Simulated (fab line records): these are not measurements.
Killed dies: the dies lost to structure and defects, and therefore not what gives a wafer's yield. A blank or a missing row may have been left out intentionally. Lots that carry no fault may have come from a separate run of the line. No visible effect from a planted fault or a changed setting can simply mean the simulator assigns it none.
Struck lot and sound lot, side by side ; flow n5 finfet ; 38 steps out of a route of 1938
Sound: the wafers L985.3, L985.4, L985.5. Struck: wafer L103.5; the same lot's L103.3 was not struck, so it is left out; see the end for the cause.
For every step that has rows: the tool of each side, followed by ch and its chambers, followed by its first start. Under that, the readings that differ: sound wafers ; struck wafers ; difference of the means ; sigmas: that difference in standard deviations of wafers without a fault.
alike: readings with means less than 2 such deviations apart, plus words and numbers identical on both sides. not compared: withheld readings, readings lacking a value on some wafer, bounds such as >300 that could conceal the same value, and numbers that have no deviation in the record and whose values overlap.
A row with sigmas, a row that says differs or no value, or rows on one side alone: a step with any of these is where the two part. When numbers do not overlap yet have no deviation, they are printed without sigmas and do not part them. A reading that every wafer of one side lacks parts them only if that side has two wafers or more.

first, 9 steps without rows for these wafers: N5_BEOL_M4_ANNEAL_95 (time 240 s); N5_BEOL_M4_SPUTTER_96 (material Cu, target thk 4.5 nm, time 8.29 s); N5_BEOL_M4_ECD_50 (material Cu, target thk 300 nm); N5_BEOL_M4_ANNEAL_51 (time 90 s); N5_BEOL_M4_CMP_52 (polishes, stops on SiOC, t overpolish 6.8 s, target thk 40 nm); N5_BEOL_M4_PRE_CLEAN_60 (time 15 s); N5_BEOL_M4_CO_CAP_55 (material Co, precursor CCTBA/H2, target thk 2 nm, time 102.1 s); N5_BEOL_M4_PRE_CLEAN_56 (time 15 s); N5_BEOL_M4_DEP_57 (deposits SiCN from 3MS/NH3, target thk 8 nm, time 14 s).
N5_BEOL_M4_RC_MEAS_101:
  sound on prober-02 ch 0, day 9 03:14; struck on prober-02 ch 0, day 12 20:32
  alike: DIBL_N, DIBL_P, IOFF_N, IOFF_P, ION_N, ION_P, SS_N, SS_P, VT_N, VT_P
then, 24 steps without rows for these wafers: N5_BEOL_M5_ILD_DEP_00 (deposits SiCOH lowk from DEMS/porogen, target thk 140.64 nm, time 25.9 s); N5_BEOL_M5_CURE_79 (cures SiCOH lowk, time 240 s); N5_BEOL_M5_PECVD_70 (deposits SiO2 from TEOS/O2, target thk 16 nm, time 18 s); N5_BEOL_M5_HM_DEP_02 (deposits TiN, target thk 20 nm); N5_BEOL_M5_COAT_59 (time 60 s, resist thk 60 nm); N5_BEOL_M5_COAT_60 (time 60 s, resist thk 12 nm); N5_BEOL_M5_COAT_71 (time 60 s, resist thk 5 nm); N5_BEOL_M5_COAT_05 (resist thk 30 nm); N5_BEOL_M5_EBR_07; N5_BEOL_M5_SOFTBAKE_06 (time 60 s); N5_BEOL_M5_EXPOSE_08 (exposes mask M5, target cd 28 nm); N5_BEOL_M5_PEB_09 (peb time 60 s); N5_BEOL_M5_DEVELOP_10 (develop time 30 s); N5_BEOL_M5_DESCUM_16 (chemistry O2, time 7 s); N5_BEOL_M5_ETCH_72 (etches underlayer in N2/H2, target depth 6.5 nm, time 5.2 s); N5_BEOL_M5_ETCH_61 (etches SiARC in CF4, target depth 15.6 nm, time 26 s); N5_BEOL_M5_ETCH_62 (etches SOC in N2/H2, target depth 75 nm, overetch 15 nm, time 112.5 s); N5_BEOL_M5_STRIP_63 (strips in N2/H2); N5_BEOL_M5_STRIP_73 (strips in N2/H2); N5_BEOL_M5_STRIP_64 (strips in CF4); N5_BEOL_M5_HM_OPEN_17 (chemistry Cl2/BCl3, target TiN, target depth 20 nm, overetch 6 nm); N5_BEOL_M5_STRIP_19 (strips in O2); N5_BEOL_M5_COAT_65 (time 60 s, resist thk 60 nm); N5_BEOL_M5_COAT_66 (time 60 s, resist thk 12 nm).
-- a jump in the record: the struck wafers' starts before and after are 4 days apart (it breaks off in module BEOL_M5 and resumes in module BEOL_M14, where the first step shown is number 1767 of the route) --
N5_BEOL_M14_CMP_49: polishes, stops on SiO2, t overpolish 5.2 s, target thk 560 nm.
  sound on cmp-02 ch 1,2,3, day 12 10:43; struck on cmp-02 ch 1, day 16 08:46
reading;sound;struck;difference;sigmas
barrier field endpoint s (s);11.8 11.4 11.8;23.7;+12.0;+38
overpolish run s (s);5.207 5.209 5.203;2.296;-2.910;-99 or more
time to endpoint s (s);125 124 126;161;+36;+8
  alike: motor current A
N5_BEOL_M14_THK_MEAS_50: measures by xrf.
  sound on film metro-02, day 12 10:56; struck on film metro-02, day 16 09:01
reading;sound;struck;difference;sigmas
M14_THK (nm);529 572 553;1083;+532;+23
N5_BEOL_M14_INSPECT_55: inspects for defects (darkfield).
  sound on defect inspect-02, day 12 11:06; struck on defect inspect-01, day 16 09:11
reading;sound;struck;difference;sigmas
raw defect count;80 63 86;6380;+6304;+99 or more
N5_PASSIVATION_PROBE_49:
  sound on prober-01, day 13 09:26; struck on prober-01, day 17 02:52
reading;sound;struck;difference;sigmas
defect limited yield (%);91.1 91.9 90.6;0;-91;-54
killed_at_M4_up;19 17 15;1098;+1081;+99 or more
killed dies;105 96 111;1180;+1076;+54
killed on rim;12 13 13;152;+139;+34
sort n pass;1075 1084 1069;0;-1076;-54
sort yield pct (%);91.1 91.9 90.6;0;-91;-54
  alike: killed_at_M0_to_M3, killed at contacts, killed at front end, killed at other, killed open, killed short, sort_bin_5_function, sort_bin_6_memory

WHERE THEY PART
At N5_BEOL_M14_CMP_49 first; at N5_PASSIVATION_PROBE_49 last (within this record only).

WHY: what had been put in by the simulator
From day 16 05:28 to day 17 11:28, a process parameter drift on cmp-02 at N5_BEOL_M14_CMP_49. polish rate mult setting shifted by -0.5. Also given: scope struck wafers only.
